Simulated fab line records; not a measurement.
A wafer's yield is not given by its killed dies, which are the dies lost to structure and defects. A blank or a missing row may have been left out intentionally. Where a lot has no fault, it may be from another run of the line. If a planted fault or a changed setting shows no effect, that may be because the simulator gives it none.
fab line records || flow n5Finfet || part 2 of 2: steps 24 to 33 of 33
record: {"lots": 5, "wafers": 15, "lastDay": 16}
route steps=1938 shown BEOL_M10@1532 BEOL_M11@1536
lots that met no fault: from a run of the same line without faults
startH: hours from the record's opening day to when the first of the lot's shown wafers began || waitH: hours elapsed since this lot's preceding step || " as in the row above || L1.1+2: one row covering several wafers at once || - either no value or no given start || * or withheld: withheld || < > ~ a bound
route shown NAME@n: names a module that has steps shown in the file, with the first one's number in the route || usual: mean and standard deviation over wafers with no fault || same: alike in all rows || chamber/n: place in a boat || sites: the reading at each site || _std_site: their standard deviation || _edge_site: mean of outer sites minus mean of inner sites || radiusMm: for every site, how far away it sits from the centre of the wafer || mask NAME#n: copy n || behind: the last tool/chamber to shape the wafer || hold: the reason the lot was held/the length of the hold in hours/how it ended || device: the n, p or np transistor that did not switch || end of line: tests run on the same wafers once the route is complete || where a step has no rows: the recipe by itself || killed: dies lost to structure and defects at the first sort, not the wafer's yield || map: a wafer's dies, x killed, . not, _ none there
set.NAME: the setting that was run; set.NAME@STEP: the one run at that earlier step || model.NAME: the simulator's own value behind a step, which no gauge read
lots at some steps of the route; a table a step, a row a wafer
services: from which hour (startH, from the record's first day; less than 0 if before it) a tool's chamber was out of use, for how many hours, and why
== steps ==
step: N5_BEOL_M11_STRIP_68
recipe: {"chemistry": "N2/H2", "tempC": 40, "n2FlowSccm": 200, "h2FlowSccm": 200, "rfFrequencyHz": 6e+07}
{"lot.wafer": "L075.1+2+5", "tool": "rieDiel-02", "chamber": "0,2,0", "startH": 268.39, "waitH": 0.1}
{"lot.wafer": "L078.2+3+6", "tool": "rieDiel-04", "chamber": "1,0,1", "startH": 305.73, "waitH": 0.1}
{"lot.wafer": "L084.1+3+4", "tool": "rieDiel-05", "chamber": "0,3,2", "startH": 313.59, "waitH": 0.1}
{"lot.wafer": "L085.1+4+6", "tool": "rieDiel-02", "chamber": "3,3,2", "startH": 316.05, "waitH": 0.1}
{"lot.wafer": "L087.1+2+6", "tool": "rieDiel-04", "chamber": "0,3,1", "startH": 340.41, "waitH": 0.1}
step: N5_BEOL_M11_STRIP_67
recipe: {"chemistry": "CF4", "resist": "SiARC", "powerW": 300, "biasPowerW": 75, "pressureMtorr": 50, "cf4FlowSccm": 150, "rfFrequencyHz": 6e+07}
usual: {"cf4FlowSccm": "150.0/0.46", "drypumpMotorCurrentA": "5.7/0.31", "oesProductAu": "0.80/0.093", "rfVppV": "271.2/1.5", "showerheadPlenumPTorr": "1.80/0.057", "throttleValvePct": "13.56/0.28"}
{"lot.wafer": "L075.1", "tool": "rieDiel-02", "chamber": 0, "startH": 268.40, "waitH": 0.0, "cf4FlowSccm": 149.7, "drypumpMotorCurrentA": 5.3, "oesProductAu": 0.71, "rfHoursCounterH": 206, "rfVppV": 271.1, "showerheadPlenumPTorr": 1.72, "throttleValvePct": 13.85}
{"lot.wafer": "L075.2", "tool": "rieDiel-02", "chamber": 2, "startH": 268.40, "waitH": 0.0, "cf4FlowSccm": 150.1, "drypumpMotorCurrentA": 5.7, "oesProductAu": 0.93, "rfHoursCounterH": 11, "rfVppV": 271.7, "showerheadPlenumPTorr": 1.83, "throttleValvePct": 13.14}
{"lot.wafer": "L075.5", "tool": "rieDiel-02", "chamber": 0, "startH": 268.40, "waitH": 0.0, "cf4FlowSccm": 149.8, "drypumpMotorCurrentA": 5.3, "oesProductAu": 0.71, "rfHoursCounterH": "-", "rfVppV": 269.6, "showerheadPlenumPTorr": 1.72, "throttleValvePct": 13.86}
{"lot.wafer": "L078.2", "tool": "rieDiel-04", "chamber": 1, "startH": 305.74, "waitH": 0.0, "cf4FlowSccm": 149.6, "drypumpMotorCurrentA": 5.9, "oesProductAu": 0.70, "rfHoursCounterH": 205, "rfVppV": 273.7, "showerheadPlenumPTorr": 1.85, "throttleValvePct": 13.66}
{"lot.wafer": "L078.3", "tool": "rieDiel-04", "chamber": 0, "startH": 305.74, "waitH": 0.0, "cf4FlowSccm": 149.0, "drypumpMotorCurrentA": 5.7, "oesProductAu": 0.70, "rfHoursCounterH": 219, "rfVppV": 269.6, "showerheadPlenumPTorr": 1.77, "throttleValvePct": 13.99}
{"lot.wafer": "L078.6", "tool": "rieDiel-04", "chamber": 1, "startH": 305.74, "waitH": 0.0, "cf4FlowSccm": 150.0, "drypumpMotorCurrentA": 5.9, "oesProductAu": 0.70, "rfHoursCounterH": "-", "rfVppV": 270.6, "showerheadPlenumPTorr": 1.85, "throttleValvePct": 13.66}
{"lot.wafer": "L084.1", "tool": "rieDiel-05", "chamber": 0, "startH": 313.60, "waitH": 0.0, "cf4FlowSccm": 150.2, "drypumpMotorCurrentA": 5.3, "oesProductAu": 0.71, "rfHoursCounterH": 206, "rfVppV": 270.1, "showerheadPlenumPTorr": 1.77, "throttleValvePct": 13.66}
{"lot.wafer": "L084.3", "tool": "rieDiel-05", "chamber": 3, "startH": 313.60, "waitH": 0.0, "cf4FlowSccm": 150.6, "drypumpMotorCurrentA": 6.3, "oesProductAu": 0.89, "rfHoursCounterH": 36, "rfVppV": 273.7, "showerheadPlenumPTorr": 1.90, "throttleValvePct": 13.55}
{"lot.wafer": "L084.4", "tool": "rieDiel-05", "chamber": 2, "startH": 313.60, "waitH": 0.0, "cf4FlowSccm": 150.4, "drypumpMotorCurrentA": 5.9, "oesProductAu": 0.71, "rfHoursCounterH": 190, "rfVppV": 270.5, "showerheadPlenumPTorr": 1.77, "throttleValvePct": 13.49}
{"lot.wafer": "L085.1", "tool": "rieDiel-02", "chamber": 3, "startH": 316.06, "waitH": 0.0, "cf4FlowSccm": 149.7, "drypumpMotorCurrentA": 5.5, "oesProductAu": 0.87, "rfHoursCounterH": 30, "rfVppV": 269.4, "showerheadPlenumPTorr": 1.75, "throttleValvePct": 13.51}
{"lot.wafer": "L085.4", "tool": "rieDiel-02", "chamber": 3, "startH": 316.06, "waitH": 0.0, "cf4FlowSccm": 149.6, "drypumpMotorCurrentA": 5.5, "oesProductAu": 0.86, "rfHoursCounterH": "-", "rfVppV": 268.7, "showerheadPlenumPTorr": 1.75, "throttleValvePct": 13.51}
{"lot.wafer": "L085.6", "tool": "rieDiel-02", "chamber": 2, "startH": 316.06, "waitH": 0.0, "cf4FlowSccm": 150.3, "drypumpMotorCurrentA": 5.7, "oesProductAu": 0.89, "rfHoursCounterH": "-", "rfVppV": 271.0, "showerheadPlenumPTorr": 1.82, "throttleValvePct": 13.20}
{"lot.wafer": "L087.1", "tool": "rieDiel-04", "chamber": 0, "startH": 340.42, "waitH": 0.0, "cf4FlowSccm": 149.9, "drypumpMotorCurrentA": 5.7, "oesProductAu": 0.69, "rfHoursCounterH": 232, "rfVppV": 270.6, "showerheadPlenumPTorr": 1.76, "throttleValvePct": 14.01}
{"lot.wafer": "L087.2", "tool": "rieDiel-04", "chamber": 3, "startH": 340.42, "waitH": 0.0, "cf4FlowSccm": 150.0, "drypumpMotorCurrentA": 5.4, "oesProductAu": 0.95, "rfHoursCounterH": 6, "rfVppV": 272.3, "showerheadPlenumPTorr": 1.91, "throttleValvePct": 13.51}
{"lot.wafer": "L087.6", "tool": "rieDiel-04", "chamber": 1, "startH": 340.42, "waitH": 0.0, "cf4FlowSccm": 150.0, "drypumpMotorCurrentA": 5.9, "oesProductAu": 0.69, "rfHoursCounterH": "-", "rfVppV": 272.3, "showerheadPlenumPTorr": 1.85, "throttleValvePct": 13.68}
step: N5_BEOL_M11_HM_OPEN_17
recipe: {"chemistry": "Cl2/BCl3", "targetDepthA": 200, "overetchA": 60, "target": "TiN", "maskMaterial": "SOC", "ionEnergyEv": 150, "pressureMtorr": 10, "icpW": 1000, "biasW": 126, "Cl2_flow_sccm": 53.25, "bcl3FlowSccm": 21.75, "Ar_flow_sccm": 25}
usual: {"drypumpMotorCurrentA": "5.8/0.46", "oesProductAu": "0.69/0.059", "rfFwdPowerW": "991/3.6", "throttleValvePct": "22.20/0.23"}
{"lot.wafer": "L075.1", "tool": "rieMetal-01", "chamber": 0, "startH": 268.44, "waitH": 0.0, "drypumpMotorCurrentA": 5.6, "oesProductAu": 0.63, "rfFwdPowerW": 984, "rfHoursCounterH": 62, "throttleValvePct": 22.07}
{"lot.wafer": "L075.2", "tool": "rieMetal-01", "chamber": 1, "startH": 268.44, "waitH": 0.0, "drypumpMotorCurrentA": 6.2, "oesProductAu": 0.59, "rfFwdPowerW": 987, "rfHoursCounterH": 74, "throttleValvePct": 22.65}
{"lot.wafer": "L075.5", "tool": "rieMetal-01", "chamber": 0, "startH": 268.44, "waitH": 0.0, "drypumpMotorCurrentA": 5.7, "oesProductAu": 0.63, "rfFwdPowerW": 989, "rfHoursCounterH": "-", "throttleValvePct": 22.06}
{"lot.wafer": "L078.2", "tool": "rieMetal-01", "chamber": 0, "startH": 305.78, "waitH": 0.0, "drypumpMotorCurrentA": 5.7, "oesProductAu": 0.63, "rfFwdPowerW": 986, "rfHoursCounterH": 64, "throttleValvePct": 22.06}
{"lot.wafer": "L078.3", "tool": "rieMetal-01", "chamber": 1, "startH": 305.78, "waitH": 0.0, "drypumpMotorCurrentA": 6.3, "oesProductAu": 0.59, "rfFwdPowerW": 997, "rfHoursCounterH": "-", "throttleValvePct": 22.65}
{"lot.wafer": "L078.6", "tool": "rieMetal-01", "chamber": 0, "startH": 305.78, "waitH": 0.0, "drypumpMotorCurrentA": 5.7, "oesProductAu": 0.62, "rfFwdPowerW": 984, "rfHoursCounterH": "-", "throttleValvePct": 22.07}
{"lot.wafer": "L084.1", "tool": "rieMetal-02", "chamber": 0, "startH": 313.64, "waitH": 0.0, "drypumpMotorCurrentA": 5.1, "oesProductAu": 0.71, "rfFwdPowerW": 992, "rfHoursCounterH": 20, "throttleValvePct": 22.34}
{"lot.wafer": "L084.3", "tool": "rieMetal-02", "chamber": 1, "startH": 313.64, "waitH": 0.0, "drypumpMotorCurrentA": 6.4, "oesProductAu": 0.75, "rfFwdPowerW": 990, "rfHoursCounterH": "-", "throttleValvePct": 22.18}
{"lot.wafer": "L084.4", "tool": "rieMetal-02", "chamber": 0, "startH": 313.64, "waitH": 0.0, "drypumpMotorCurrentA": 5.1, "oesProductAu": 0.71, "rfFwdPowerW": 994, "rfHoursCounterH": "-", "throttleValvePct": 22.33}
{"lot.wafer": "L085.1", "tool": "rieMetal-01", "chamber": 0, "startH": 316.10, "waitH": 0.0, "drypumpMotorCurrentA": 5.7, "oesProductAu": 0.64, "rfFwdPowerW": 987, "rfHoursCounterH": 65, "throttleValvePct": 22.06}
{"lot.wafer": "L085.4", "tool": "rieMetal-01", "chamber": 0, "startH": 316.10, "waitH": 0.0, "drypumpMotorCurrentA": 5.7, "oesProductAu": 0.63, "rfFwdPowerW": 984, "rfHoursCounterH": "-", "throttleValvePct": 22.07}
{"lot.wafer": "L085.6", "tool": "rieMetal-01", "chamber": 1, "startH": 316.10, "waitH": 0.0, "drypumpMotorCurrentA": 6.2, "oesProductAu": 0.58, "rfFwdPowerW": 991, "rfHoursCounterH": "-", "throttleValvePct": 22.64}
{"lot.wafer": "L087.1", "tool": "rieMetal-03", "chamber": 1, "startH": 340.46, "waitH": 0.0, "drypumpMotorCurrentA": 5.8, "oesProductAu": 0.73, "rfFwdPowerW": 992, "rfHoursCounterH": 19, "throttleValvePct": 21.89}
{"lot.wafer": "L087.2", "tool": "rieMetal-03", "chamber": 0, "startH": 340.46, "waitH": 0.0, "drypumpMotorCurrentA": 5.6, "oesProductAu": 0.74, "rfFwdPowerW": 994, "rfHoursCounterH": 18, "throttleValvePct": 22.04}
{"lot.wafer": "L087.6", "tool": "rieMetal-03", "chamber": 1, "startH": 340.46, "waitH": 0.0, "drypumpMotorCurrentA": 5.8, "oesProductAu": 0.73, "rfFwdPowerW": 996, "rfHoursCounterH": "-", "throttleValvePct": 21.91}
step: N5_BEOL_M11_STRIP_19
recipe: {"chemistry": "O2", "powerW": 400, "tempC": 40, "pressureMtorr": 30, "rfFrequencyHz": 6e+07, "biasPowerW": 0, "overashFraction": 0.2, "o2FlowSccm": 225}
usual: {"drypumpMotorCurrentA": "5.7/0.31", "oesProductAu": "0.79/0.094", "rfVppV": "3.6/0.58", "showerheadPlenumPTorr": "2.10/0.067", "throttleValvePct": "16.60/0.27"}
same: {"overashFraction": 0.2}
{"lot.wafer": "L075.1", "tool": "rieDiel-05", "chamber": 3, "startH": 268.59, "waitH": 0.1, "drypumpMotorCurrentA": 6.3, "oesProductAu": 0.90, "rfHoursCounterH": 21, "rfVppV": 3.2, "showerheadPlenumPTorr": 2.22, "throttleValvePct": 16.62}
{"lot.wafer": "L075.2", "tool": "rieDiel-05", "chamber": 1, "startH": 268.59, "waitH": 0.1, "drypumpMotorCurrentA": 5.1, "oesProductAu": 0.83, "rfHoursCounterH": 59, "rfVppV": 3.2, "showerheadPlenumPTorr": 2.13, "throttleValvePct": 16.48}
{"lot.wafer": "L075.5", "tool": "rieDiel-05", "chamber": 0, "startH": 268.59, "waitH": 0.1, "drypumpMotorCurrentA": 5.3, "oesProductAu": 0.72, "rfHoursCounterH": "-", "rfVppV": 3.8, "showerheadPlenumPTorr": 2.06, "throttleValvePct": 16.57}
{"lot.wafer": "L078.2", "tool": "rieDiel-04", "chamber": 0, "startH": 305.89, "waitH": 0.1, "drypumpMotorCurrentA": 5.7, "oesProductAu": 0.70, "rfHoursCounterH": 219, "rfVppV": 3.3, "showerheadPlenumPTorr": 2.07, "throttleValvePct": 17.10}
{"lot.wafer": "L078.3", "tool": "rieDiel-04", "chamber": 2, "startH": 305.89, "waitH": 0.1, "drypumpMotorCurrentA": 5.7, "oesProductAu": 0.89, "rfHoursCounterH": 23, "rfVppV": 3.2, "showerheadPlenumPTorr": 2.04, "throttleValvePct": 16.25}
{"lot.wafer": "L078.6", "tool": "rieDiel-04", "chamber": 0, "startH": 305.89, "waitH": 0.1, "drypumpMotorCurrentA": 5.7, "oesProductAu": 0.69, "rfHoursCounterH": "-", "rfVppV": 2.6, "showerheadPlenumPTorr": 2.07, "throttleValvePct": 17.11}
{"lot.wafer": "L084.1", "tool": "rieDiel-05", "chamber": 0, "startH": 313.76, "waitH": 0.1, "drypumpMotorCurrentA": 5.3, "oesProductAu": 0.70, "rfHoursCounterH": 206, "rfVppV": 3.1, "showerheadPlenumPTorr": 2.06, "throttleValvePct": 16.60}
{"lot.wafer": "L084.3", "tool": "rieDiel-05", "chamber": 1, "startH": 313.76, "waitH": 0.1, "drypumpMotorCurrentA": 5.1, "oesProductAu": 0.81, "rfHoursCounterH": 73, "rfVppV": 3.4, "showerheadPlenumPTorr": 2.13, "throttleValvePct": 16.51}
{"lot.wafer": "L084.4", "tool": "rieDiel-05", "chamber": 2, "startH": 313.76, "waitH": 0.1, "drypumpMotorCurrentA": 5.9, "oesProductAu": 0.71, "rfHoursCounterH": 190, "rfVppV": 3.8, "showerheadPlenumPTorr": 2.07, "throttleValvePct": 16.53}
{"lot.wafer": "L085.1", "tool": "rieDiel-04", "chamber": 2, "startH": 316.21, "waitH": 0.1, "drypumpMotorCurrentA": 5.7, "oesProductAu": 0.89, "rfHoursCounterH": 28, "rfVppV": 3.4, "showerheadPlenumPTorr": 2.04, "throttleValvePct": 16.24}
{"lot.wafer": "L085.4", "tool": "rieDiel-04", "chamber": 0, "startH": 316.21, "waitH": 0.1, "drypumpMotorCurrentA": 5.7, "oesProductAu": 0.70, "rfHoursCounterH": "-", "rfVppV": 3.5, "showerheadPlenumPTorr": 2.07, "throttleValvePct": 17.10}
{"lot.wafer": "L085.6", "tool": "rieDiel-04", "chamber": 2, "startH": 316.21, "waitH": 0.1, "drypumpMotorCurrentA": 5.7, "oesProductAu": 0.90, "rfHoursCounterH": "-", "rfVppV": 3.5, "showerheadPlenumPTorr": 2.04, "throttleValvePct": 16.27}
{"lot.wafer": "L087.1", "tool": "rieDiel-02", "chamber": 3, "startH": 340.57, "waitH": 0.1, "drypumpMotorCurrentA": 5.5, "oesProductAu": 0.86, "rfHoursCounterH": 40, "rfVppV": 2.9, "showerheadPlenumPTorr": 2.03, "throttleValvePct": 16.65}
{"lot.wafer": "L087.2", "tool": "rieDiel-02", "chamber": 1, "startH": 340.57, "waitH": 0.1, "drypumpMotorCurrentA": 5.9, "oesProductAu": 0.89, "rfHoursCounterH": 26, "rfVppV": 4.1, "showerheadPlenumPTorr": 2.15, "throttleValvePct": 16.34}
{"lot.wafer": "L087.6", "tool": "rieDiel-02", "chamber": 2, "startH": 340.57, "waitH": 0.1, "drypumpMotorCurrentA": 5.7, "oesProductAu": 0.87, "rfHoursCounterH": "-", "rfVppV": 3.7, "showerheadPlenumPTorr": 2.13, "throttleValvePct": 16.30}
step: N5_BEOL_M11_CD_MEAS_18
recipe: {"pitchNm": 140, "targetCdNm": 70}
usual: {"cdNm": "70.1/0.65"}
{"lot.wafer": "L075.1", "tool": "cdSem-03", "chamber": "-", "startH": 268.66, "waitH": 0.0, "cdNm": 70.3}
{"lot.wafer": "L075.2", "tool": "cdSem-03", "chamber": "-", "startH": 268.66, "waitH": 0.0, "cdNm": 70.4}
{"lot.wafer": "L075.5", "tool": "cdSem-03", "chamber": "-", "startH": 268.66, "waitH": 0.0, "cdNm": 70.7}
{"lot.wafer": "L078.2", "tool": "cdSem-03", "chamber": "-", "startH": 305.96, "waitH": 0.1, "cdNm": 71.7}
{"lot.wafer": "L078.3", "tool": "cdSem-03", "chamber": "-", "startH": 305.96, "waitH": 0.1, "cdNm": 70.5}
{"lot.wafer": "L078.6", "tool": "cdSem-03", "chamber": "-", "startH": 305.96, "waitH": 0.1, "cdNm": 70.1}
{"lot.wafer": "L084.1", "tool": "cdSem-01", "chamber": "-", "startH": 313.83, "waitH": 0.0, "cdNm": 70.4}
{"lot.wafer": "L084.3", "tool": "cdSem-01", "chamber": "-", "startH": 313.83, "waitH": 0.0, "cdNm": 70.2}
{"lot.wafer": "L084.4", "tool": "cdSem-01", "chamber": "-", "startH": 313.83, "waitH": 0.0, "cdNm": 69.5}
{"lot.wafer": "L085.1", "tool": "cdSem-02", "chamber": "-", "startH": 316.28, "waitH": 0.0, "cdNm": 70.0}
{"lot.wafer": "L085.4", "tool": "cdSem-02", "chamber": "-", "startH": 316.28, "waitH": 0.0, "cdNm": 69.6}
{"lot.wafer": "L085.6", "tool": "cdSem-02", "chamber": "-", "startH": 316.28, "waitH": 0.0, "cdNm": 70.0}
{"lot.wafer": "L087.1", "tool": "cdSem-02", "chamber": "-", "startH": 340.64, "waitH": 0.0, "cdNm": 70.4}
{"lot.wafer": "L087.2", "tool": "cdSem-02", "chamber": "-", "startH": 340.64, "waitH": 0.0, "cdNm": 70.9}
{"lot.wafer": "L087.6", "tool": "cdSem-02", "chamber": "-", "startH": 340.64, "waitH": 0.0, "cdNm": 70.5}
step: N5_BEOL_M11_COAT_63
recipe: {"resist": "SOC", "tempC": 250, "timeS": 60, "spinRpm": 1500, "resistThkNm": 100}
{"lot.wafer": "L075.1+2+5", "tool": "lithoTrack-03", "chamber": 0, "startH": 268.73, "waitH": 0.1}
{"lot.wafer": "L078.2+3+6", "tool": "lithoTrack-02", "chamber": 0, "startH": 307.71, "waitH": 1.7}
{"lot.wafer": "L084.1+3+4", "tool": "lithoTrack-03", "chamber": 0, "startH": 314.83, "waitH": 1.0}
{"lot.wafer": "L085.1+4+6", "tool": "lithoTrack-04", "chamber": 0, "startH": 316.33, "waitH": 0.0}
{"lot.wafer": "L087.1+2+6", "tool": "lithoTrack-04", "chamber": 0, "startH": 341.81, "waitH": 1.2}
step: N5_BEOL_M11_COAT_64
recipe: {"resist": "SiARC", "tempC": 220, "timeS": 60, "spinRpm": 1500, "resistThkNm": 30}
{"lot.wafer": "L075.1+2+5", "tool": "lithoTrack-03", "chamber": 0, "startH": "-", "waitH": "-"}
{"lot.wafer": "L078.2+3+6", "tool": "lithoTrack-02", "chamber": 0, "startH": "-", "waitH": "-"}
{"lot.wafer": "L084.1+3+4", "tool": "lithoTrack-03", "chamber": 0, "startH": "-", "waitH": "-"}
{"lot.wafer": "L085.1+4+6", "tool": "lithoTrack-04", "chamber": 0, "startH": "-", "waitH": "-"}
{"lot.wafer": "L087.1+2+6", "tool": "lithoTrack-04", "chamber": 0, "startH": "-", "waitH": "-"}
step: N5_BEOL_M11_COAT_22
recipe: {"resist": "CAR-ArF", "spinRpm": 1500, "resistThkNm": 90}
{"lot.wafer": "L075.1+2+5", "tool": "lithoTrack-03", "chamber": 0, "startH": "-", "waitH": "-"}
{"lot.wafer": "L078.2+3+6", "tool": "lithoTrack-02", "chamber": 0, "startH": "-", "waitH": "-"}
{"lot.wafer": "L084.1+3+4", "tool": "lithoTrack-03", "chamber": 0, "startH": "-", "waitH": "-"}
{"lot.wafer": "L085.1+4+6", "tool": "lithoTrack-04", "chamber": 0, "startH": "-", "waitH": "-"}
{"lot.wafer": "L087.1+2+6", "tool": "lithoTrack-04", "chamber": 0, "startH": "-", "waitH": "-"}
step: N5_BEOL_M11_EBR_24
recipe: {"solvent": "PGMEA", "ebrWidthMm": 1.5}
same: {"ebrWidthMm": 1.5}
{"lot.wafer": "L075.1+2+5", "tool": "lithoTrack-03", "chamber": 0, "startH": "-", "waitH": "-"}
{"lot.wafer": "L078.2+3+6", "tool": "lithoTrack-02", "chamber": 0, "startH": "-", "waitH": "-"}
{"lot.wafer": "L084.1+3+4", "tool": "lithoTrack-03", "chamber": 0, "startH": "-", "waitH": "-"}
{"lot.wafer": "L085.1+4+6", "tool": "lithoTrack-04", "chamber": 0, "startH": "-", "waitH": "-"}
{"lot.wafer": "L087.1+2+6", "tool": "lithoTrack-04", "chamber": 0, "startH": "-", "waitH": "-"}
step: N5_BEOL_M11_SOFTBAKE_23
recipe: {"tempC": 110, "timeS": 60, "resist": "CAR-ArF"}
{"lot.wafer": "L075.1+2+5", "tool": "lithoTrack-03", "chamber": 0, "startH": "-", "waitH": "-"}
{"lot.wafer": "L078.2+3+6", "tool": "lithoTrack-02", "chamber": 0, "startH": "-", "waitH": "-"}
{"lot.wafer": "L084.1+3+4", "tool": "lithoTrack-03", "chamber": 0, "startH": "-", "waitH": "-"}
{"lot.wafer": "L085.1+4+6", "tool": "lithoTrack-04", "chamber": 0, "startH": "-", "waitH": "-"}
{"lot.wafer": "L087.1+2+6", "tool": "lithoTrack-04", "chamber": 0, "startH": "-", "waitH": "-"}
== services ==
{"tool": "rieMetal-01", "chamber": "-", "startH": 242.61, "hours": 0.2, "kind": "repair"}
{"tool": "arfiScanner-03", "chamber": "-", "startH": 248.90, "hours": 1.3, "kind": "pm"}
{"tool": "arfiScanner-03", "chamber": "-", "startH": 250.32, "hours": 1.7, "kind": "repair"}
{"tool": "arfiScanner-02", "chamber": "-", "startH": 252.64, "hours": 1.3, "kind": "pm"}
{"tool": "rieDiel-02", "chamber": "-", "startH": 257.01, "hours": 2.8, "kind": "pm"}
{"tool": "rieDiel-02", "chamber": 3, "startH": 261.30, "hours": 17.6, "kind": "repair"}
{"tool": "lithoTrack-02", "chamber": "-", "startH": 275.21, "hours": "-", "kind": "consumableReplace:filter"}
{"tool": "arfiScanner-01", "chamber": "-", "startH": 277.96, "hours": 8.8, "kind": "repair"}
{"tool": "pecvd-02", "chamber": 1, "startH": 295.80, "hours": 5.9, "kind": "repair"}
{"tool": "rieDiel-04", "chamber": 3, "startH": 301.26, "hours": "-", "kind": "clean"}
{"tool": "rieDiel-04", "chamber": 3, "startH": 301.26, "hours": "-", "kind": "consumableReplace:focusRing"}
{"tool": "rieDiel-04", "chamber": 3, "startH": 301.26, "hours": "-", "kind": "consumableReplace:showerhead"}
{"tool": "arfiScanner-01", "chamber": "-", "startH": 305.15, "hours": 0.9, "kind": "repair"}
{"tool": "rieDiel-02", "chamber": 1, "startH": 307.24, "hours": 11.4, "kind": "repair"}
{"tool": "uvCure-02", "chamber": "-", "startH": 316.90, "hours": 6.8, "kind": "repair"}
{"tool": "lithoTrack-03", "chamber": "-", "startH": 319.98, "hours": "-", "kind": "consumableReplace:filter"}
{"tool": "arfiScanner-02", "chamber": "-", "startH": 320.23, "hours": 4.9, "kind": "pm"}
{"tool": "arfiScanner-03", "chamber": "-", "startH": 321.22, "hours": 1.0, "kind": "pm"}
{"tool": "uvCure-03", "chamber": "-", "startH": 325.06, "hours": 2.2, "kind": "repair"}
{"tool": "arfiScanner-01", "chamber": "-", "startH": 328.58, "hours": 4.9, "kind": "pm"}
{"tool": "rieDiel-05", "chamber": "-", "startH": 330.98, "hours": 14.6, "kind": "pm"}
{"tool": "uvCure-02", "chamber": "-", "startH": 332.43, "hours": 1.0, "kind": "pm"}
{"tool": "arfiScanner-03", "chamber": "-", "startH": 332.93, "hours": 0.8, "kind": "pm"}
{"tool": "arfiScanner-01", "chamber": "-", "startH": 340.63, "hours": 1.0, "kind": "pm"}
